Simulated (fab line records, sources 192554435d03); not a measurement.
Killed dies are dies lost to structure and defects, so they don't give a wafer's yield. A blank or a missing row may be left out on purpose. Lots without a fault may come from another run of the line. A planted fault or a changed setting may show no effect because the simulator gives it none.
Chamber matching | flow n5_finfet | N5_BEOL_M12_DEP_53 on pecvd-04: 3 sister chambers
The step deposits SiCN from 3MS/NH3, target thk 30 nm, time 10.5 s. 16 wafers are shown with their chamber, then 8 later ones without.

WAFERS WITH THEIR CHAMBER
wafer  | chamber | showerhead_plenum_p_Torr (Torr) | throttle_valve_pct (%)
L074.1 | 1       | 4.178                           | 17.3
L074.2 | 0       | 4.178                           | 17.2
L074.5 | 2       | 4.076                           | 17.3
L080.4 | 1       | 4.165                           | 17.5
L080.5 | 2       | 4.087                           | 17.4
L080.6 | 0       | 4.185                           | 17.3
L081.3 | 2       | 4.096                           | 17.7
L081.4 | 2       | 4.096                           | 17.5
L081.5 | 1       | 4.168                           | 18.0
L083.2 | 0       | 4.181                           | 17.3
L083.4 | 2       | 4.086                           | 17.5
L083.6 | 0       | 4.185                           | 17.4
L085.1 | 0       | 4.173                           | 17.2
L085.5 | 0       | 4.172                           | 17.3
L085.6 | 1       | 4.165                           | 17.2
L087.1 | 2       | 4.081                           | 17.4

SIGNATURES (means of the wafers above)
reading                  | chamber 0 | chamber 1 | chamber 2 | scatter within a chamber
showerhead_plenum_p_Torr | 4.17900   | 4.16900   | 4.08700   | 0.00677
throttle_valve_pct       | 17.283    | 17.500    | 17.467    | 0.196
Rule: a wafer's distance from a chamber is the root of the sum, over the readings, of the square of ((its reading less the chamber's mean) divided by the reading's scatter). The wafer belongs to the nearest chamber; if the next one is less than 2 further off, it can't be placed. The scatter: the root of (the sum of the squares of (reading less its chamber's mean) over the shown wafers, divided by (wafers less chambers)).

WAFERS WITHOUT THEIR CHAMBER
wafer  | showerhead_plenum_p_Torr (Torr) | throttle_valve_pct (%)
L087.5 | 4.090                           | 17.8
L087.6 | 4.176                           | 17.4
L088.1 | 4.087                           | 17.6
L088.4 | 4.182                           | 17.3
L088.5 | 4.087                           | 17.7
L091.1 | 4.186                           | 17.4
L091.4 | 4.080                           | 17.5
L091.5 | 4.173                           | 17.2

WHICH CHAMBER EACH WENT THROUGH
wafer  | from the rows above     | in truth
L087.5 | 2                       | 2
L087.6 | can't be placed: 0 or 1 | 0
L088.1 | 2                       | 2
L088.4 | can't be placed: 0 or 1 | 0
L088.5 | 2                       | 2
L091.1 | can't be placed: 0 or 1 | 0
L091.4 | 2                       | 2
L091.5 | can't be placed: 0 or 1 | 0
Placed correctly: 4 of 8. Can't be placed from these rows: 4 (the true chamber is among the candidates in 4). Placed wrongly: 0.
